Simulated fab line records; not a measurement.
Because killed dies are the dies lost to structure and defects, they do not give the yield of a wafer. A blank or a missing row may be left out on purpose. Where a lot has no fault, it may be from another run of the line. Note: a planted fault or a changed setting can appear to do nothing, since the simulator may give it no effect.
Split-lot experiment / flow n5_finfet / 7 lots, 21 wafers read, on a route of 1938 steps

== THE SPLIT ==
At N5_BEOL_M1_VIA_ETCH_34 (etches the open film in C4F6/O2, target depth 67.8 nm, time 64.4 s), the setting bias_w was moved away from the recipe's 170 W on 6 of the 21 wafers read, by -14.4% to +15.2%. This setting was run at the recipe's value on the other wafers.

The reading comes from the split's own step.

== THE READING ==
rf_vpp_V, in V, at N5_BEOL_M1_VIA_ETCH_34 (etches the open film in C4F6/O2, target depth 67.8 nm, time 64.4 s). On this fab line, fault-free wafers typically give 658 V with a standard deviation of 18 V.

wafer=L077.1; tool, chamber at the split=rie_diel-01, 1; bias_w as run, W=170; against the recipe=recipe; rf_vpp_V, V=666; against lot-mates on the recipe=-
wafer=L077.3; tool, chamber at the split=rie_diel-01, 3; bias_w as run, W=170; against the recipe=recipe; rf_vpp_V, V=659; against lot-mates on the recipe=-
wafer=L077.5; tool, chamber at the split=rie_diel-01, 2; bias_w as run, W=170; against the recipe=recipe; rf_vpp_V, V=672; against lot-mates on the recipe=-
wafer=L079.1; tool, chamber at the split=rie_diel-05, 1; bias_w as run, W=145.5; against the recipe=-14.4%; rf_vpp_V, V=581; against lot-mates on the recipe=-123
wafer=L079.2; tool, chamber at the split=rie_diel-05, 0; bias_w as run, W=170; against the recipe=recipe; rf_vpp_V, V=704; against lot-mates on the recipe=-
wafer=L079.4; tool, chamber at the split=rie_diel-05, 2; bias_w as run, W=145.5; against the recipe=-14.4%; rf_vpp_V, V=553; against lot-mates on the recipe=-151
wafer=L083.4; tool, chamber at the split=rie_diel-02, 0; bias_w as run, W=170; against the recipe=recipe; rf_vpp_V, V=640; against lot-mates on the recipe=-
wafer=L083.5; tool, chamber at the split=rie_diel-02, 3; bias_w as run, W=170; against the recipe=recipe; rf_vpp_V, V=640; against lot-mates on the recipe=-
wafer=L083.6; tool, chamber at the split=rie_diel-02, 1; bias_w as run, W=170; against the recipe=recipe; rf_vpp_V, V=651; against lot-mates on the recipe=-
wafer=L084.2; tool, chamber at the split=rie_diel-02, 3; bias_w as run, W=146; against the recipe=-14.1%; rf_vpp_V, V=567; against lot-mates on the recipe=-75
wafer=L084.3; tool, chamber at the split=rie_diel-02, 1; bias_w as run, W=146; against the recipe=-14.1%; rf_vpp_V, V=576; against lot-mates on the recipe=-66
wafer=L084.5; tool, chamber at the split=rie_diel-02, 3; bias_w as run, W=170; against the recipe=recipe; rf_vpp_V, V=642; against lot-mates on the recipe=-
wafer=L086.2; tool, chamber at the split=rie_diel-02, 1; bias_w as run, W=170; against the recipe=recipe; rf_vpp_V, V=651; against lot-mates on the recipe=-
wafer=L086.4; tool, chamber at the split=rie_diel-02, 0; bias_w as run, W=170; against the recipe=recipe; rf_vpp_V, V=640; against lot-mates on the recipe=-
wafer=L086.5; tool, chamber at the split=rie_diel-02, 1; bias_w as run, W=154.1; against the recipe=-9.4%; rf_vpp_V, V=602; against lot-mates on the recipe=-44
wafer=L087.1; tool, chamber at the split=rie_diel-01, 1; bias_w as run, W=170; against the recipe=recipe; rf_vpp_V, V=665; against lot-mates on the recipe=-
wafer=L087.3; tool, chamber at the split=rie_diel-01, 3; bias_w as run, W=195.8; against the recipe=+15.2%; rf_vpp_V, V=736; against lot-mates on the recipe=+68
wafer=L087.6; tool, chamber at the split=rie_diel-01, 0; bias_w as run, W=170; against the recipe=recipe; rf_vpp_V, V=672; against lot-mates on the recipe=-
wafer=L094.1; tool, chamber at the split=rie_diel-02, 0; bias_w as run, W=170; against the recipe=recipe; rf_vpp_V, V=641; against lot-mates on the recipe=-
wafer=L094.2; tool, chamber at the split=rie_diel-02, 2; bias_w as run, W=170; against the recipe=recipe; rf_vpp_V, V=659; against lot-mates on the recipe=-
wafer=L094.6; tool, chamber at the split=rie_diel-02, 2; bias_w as run, W=170; against the recipe=recipe; rf_vpp_V, V=661; against lot-mates on the recipe=-

THE FIT
A straight line over all 21 wafers: rf_vpp_V changes by +5.9 V for each +1% of bias_w; r = +0.94; the points scatter about the line by 16 V.
The same after taking each lot's own level away (the mean of its wafers on the recipe; 21 wafers): +6.37 V for each +1%; r = +0.93; scatter 19 V.
Per that fit: largest bias_w move, reading shift of 97 V.
From 642.0 to 704.0 V: that is the span of the lots' own levels, equal to 3.4 times the standard deviation above.
The two slopes agree, so the slope changes little with the lot-to-lot level.
Check: for one of the wafers moved furthest among these (+15.2%), held out of the fit, the line's prediction against its lot-mates is +108 V. It came out at +67.5 V against them.
Tool readings at the split's step, against how far the setting was moved: rf_vpp_V r = +0.94.

== THE OTHER SPLITS THESE WAFERS WENT THROUGH ==
Before the reading, these wafers also passed through other splits. Each is held against what the fit with the lots' levels taken away leaves over:
other split on the same wafers=N5_BEOL_M0_TRENCH_ETCH_107 target_depth_a; wafers away from the commonest value=5; r with rf_vpp_V (lot level and that fit taken away)=-0.17

== THE FILE'S OWN FIT ==
rf_vpp_V changes by +6.06 V for each +1% of bias_w, r = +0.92.
